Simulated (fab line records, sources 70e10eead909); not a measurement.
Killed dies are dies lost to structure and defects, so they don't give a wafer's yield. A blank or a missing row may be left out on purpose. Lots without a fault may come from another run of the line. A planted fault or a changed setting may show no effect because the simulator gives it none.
Which tool did it? | flow nand_harc | 13 lots, 39 wafers sampled, at 4 steps of a route of 1302

WHAT THE GAUGES READ, wafer by wafer
The record holds no reading of a measuring or inspecting step that can be judged against a usual standard deviation.

WHICH TOOL RAN EACH LOT (tool, then ch and the chambers of the sampled wafers, then the start)
lot  | NHARC_A_M0_DEGAS_28          | NHARC_A_M0_ANNEAL_30             | NHARC_A_M0_PRE_CLEAN_31         | NHARC_A_M1_ETCH_15
L186 | pvd_sputter-02, day 23 06:14 | rtp_anneal-01 ch 0, day 23 06:58 | pecvd-01 ch 0,1,2, day 23 07:52 | rie_diel-02 ch 1,3, day 23 09:25
L187 | pvd_sputter-01, day 23 08:36 | rtp_anneal-01 ch 0, day 23 09:20 | pecvd-02 ch 1,2, day 23 10:13   | rie_diel-02 ch 0,2, day 23 11:55
L190 | pvd_sputter-01, day 23 19:48 | rtp_anneal-01 ch 0, day 23 20:32 | pecvd-02 ch 0,1, day 23 21:25   | rie_diel-04 ch 1,3, day 23 23:07
L188 | pvd_sputter-03, day 23 22:07 | rtp_anneal-01 ch 0, day 23 22:55 | pecvd-02 ch 0,1,2, day 23 23:45 | rie_diel-12 ch 0,1,3, day 24 01:35
L199 | pvd_sputter-01, day 27 20:55 | rtp_anneal-01 ch 0, day 27 21:42 | pecvd-03 ch 0,1,2, day 27 22:33 | rie_diel-12 ch 0,1,3, day 28 00:07
L197 | pvd_sputter-02, day 28 04:07 | rtp_anneal-01 ch 0, day 28 04:51 | pecvd-03 ch 1,2, day 28 05:44   | rie_diel-02 ch 0,1, day 28 07:24
L204 | pvd_sputter-02, day 30 00:19 | rtp_anneal-01 ch 0, day 30 01:02 | pecvd-02 ch 0,2, day 30 02:07   | rie_diel-02 ch 1,3, day 30 03:40
L203 | pvd_sputter-02, day 30 20:25 | rtp_anneal-01 ch 0, day 30 21:11 | pecvd-02 ch 0,1,2, day 30 22:04 | rie_diel-02 ch 1,2,3, day 30 23:46
L205 | pvd_sputter-02, day 31 05:27 | rtp_anneal-01 ch 0, day 31 06:21 | pecvd-02 ch 0,1,2, day 31 07:07 | rie_diel-02 ch 0,1,3, day 31 08:49
L207 | pvd_sputter-02, day 31 09:32 | rtp_anneal-01 ch 0, day 31 10:24 | pecvd-01 ch 0,1,2, day 31 11:11 | rie_diel-02 ch 1,2,3, day 31 12:50
L206 | pvd_sputter-02, day 31 11:52 | rtp_anneal-02 ch 0, day 31 12:38 | pecvd-02 ch 0,1, day 31 13:31   | rie_diel-12 ch 1,3, day 31 15:21
L208 | pvd_sputter-01, day 31 23:34 | rtp_anneal-01 ch 0, day 32 00:18 | pecvd-01 ch 0,1, day 32 01:13   | rie_diel-12 ch 0,1,3, day 32 02:46
L209 | pvd_sputter-01, day 32 00:38 | rtp_anneal-01 ch 0, day 32 01:30 | pecvd-01 ch 0,1,2, day 32 02:18 | rie_diel-12 ch 0,1,2, day 32 03:51
- NHARC_A_M0_DEGAS_28: time 60 s.
- NHARC_A_M0_ANNEAL_30: time 90 s.
- NHARC_A_M0_PRE_CLEAN_31: time 12 s.
- NHARC_A_M1_ETCH_15: etches the open film in C4F8/Ar, target depth 182.5 nm, time 91.2 s.

WHAT THE TOOLS THEMSELVES READ (means of the sampled wafers that have a number; where no wafer has one, the mark that the record gives instead)
NHARC_A_M0_DEGAS_28. Usual: heater_power_w 325 W, standard deviation 34.
lot  | tool           | heater_power_w (W) | flag
L186 | pvd_sputter-02 | 292                |
L187 | pvd_sputter-01 | 322                |
L190 | pvd_sputter-01 | 322                |
L188 | pvd_sputter-03 | 323                |
L199 | pvd_sputter-01 | 342                |
L197 | pvd_sputter-02 | 289                |
L204 | pvd_sputter-02 | 301                |
L203 | pvd_sputter-02 | 337                |
L205 | pvd_sputter-02 | 331                |
L207 | pvd_sputter-02 | 318                |
L206 | pvd_sputter-02 | 342                |
L208 | pvd_sputter-01 | 305                |
L209 | pvd_sputter-01 | 320                |

NHARC_A_M0_ANNEAL_30. Usual: wafer_temp_C_max 225.94, standard deviation 0.26.
lot  | tool          | wafer_temp_C_max | flag
L186 | rtp_anneal-01 | 225.69           |
L187 | rtp_anneal-01 | 226.01           |
L190 | rtp_anneal-01 | 226.09           |
L188 | rtp_anneal-01 | 225.82           |
L199 | rtp_anneal-01 | 226.00           |
L197 | rtp_anneal-01 | 225.96           |
L204 | rtp_anneal-01 | 225.63           |
L203 | rtp_anneal-01 | 225.95           |
L205 | rtp_anneal-01 | 226.00           |
L207 | rtp_anneal-01 | 226.17           |
L206 | rtp_anneal-02 | 226.09           |
L208 | rtp_anneal-01 | 225.80           |
L209 | rtp_anneal-01 | 225.72           |

NHARC_A_M0_PRE_CLEAN_31. Usual: heater_power_w 644 W, standard deviation 99.
lot  | tool     | heater_power_w (W) | flag
L186 | pecvd-01 | 692                |
L187 | pecvd-02 | 665                |
L190 | pecvd-02 | 522                |
L188 | pecvd-02 | 643                |
L199 | pecvd-03 | 595                |
L197 | pecvd-03 | 629                |
L204 | pecvd-02 | 591                |
L203 | pecvd-02 | 572                |
L205 | pecvd-02 | 632                |
L207 | pecvd-01 | 729                |
L206 | pecvd-02 | 595                |
L208 | pecvd-01 | 846                |
L209 | pecvd-01 | 700                |

NHARC_A_M1_ETCH_15. Usual: oes_product_au 0.953 a.u., standard deviation 0.024; rf_vpp_V 441.0 V, standard deviation 2.1; run_length_s 112.5 s, standard deviation 0.38.
lot  | tool        | oes_product_au (a.u.) | rf_vpp_V (V) | run_length_s (s) | flag
L186 | rie_diel-02 | 0.923                 | 441.9        | 112.1            |
L187 | rie_diel-02 | 0.969                 | 440.9        | 112.4            |
L190 | rie_diel-04 | 0.967                 | 439.6        | 112.7            |
L188 | rie_diel-12 | 0.928                 | 440.4        | 112.2            |
L199 | rie_diel-12 | 0.977                 | 439.8        | 110.3            | OFF
L197 | rie_diel-02 | 0.954                 | 442.5        | 112.2            |
L204 | rie_diel-02 | 0.965                 | 442.6        | 112.4            |
L203 | rie_diel-02 | 0.923                 | 441.5        | 112.7            |
L205 | rie_diel-02 | 0.922                 | 442.4        | 112.5            |
L207 | rie_diel-02 | 0.932                 | 441.6        | 112.5            |
L206 | rie_diel-12 | 0.965                 | 438.4        | 112.3            |
L208 | rie_diel-12 | 0.930                 | 439.9        | 112.2            |
L209 | rie_diel-12 | 0.933                 | 440.0        | 112.4            |

THE ANSWER, worked out from the rows above alone
Rule: a lot is off if the mean of its wafers that have a number lies more than 3 standard deviations from the usual mean. A lot without any number at a reading at which 4 lots or more have one is off too. The other lots that the step has rows for count as sound. The gauges are gone through in route order, then the tools' own readings, and for those a lot's mean is taken as printed above. The first step at which some lot is off is used, and at that step the reading that is off furthest; a lot without a number counts as furthest.
Off: L199, at NHARC_A_M1_ETCH_15 (run_length_s).
A tool fits if, at that step or a process step before it, it ran every lot that is off, and no sound lot after the first of them. None of those tried fits.

WHAT THE SIMULATOR HAD PUT IN
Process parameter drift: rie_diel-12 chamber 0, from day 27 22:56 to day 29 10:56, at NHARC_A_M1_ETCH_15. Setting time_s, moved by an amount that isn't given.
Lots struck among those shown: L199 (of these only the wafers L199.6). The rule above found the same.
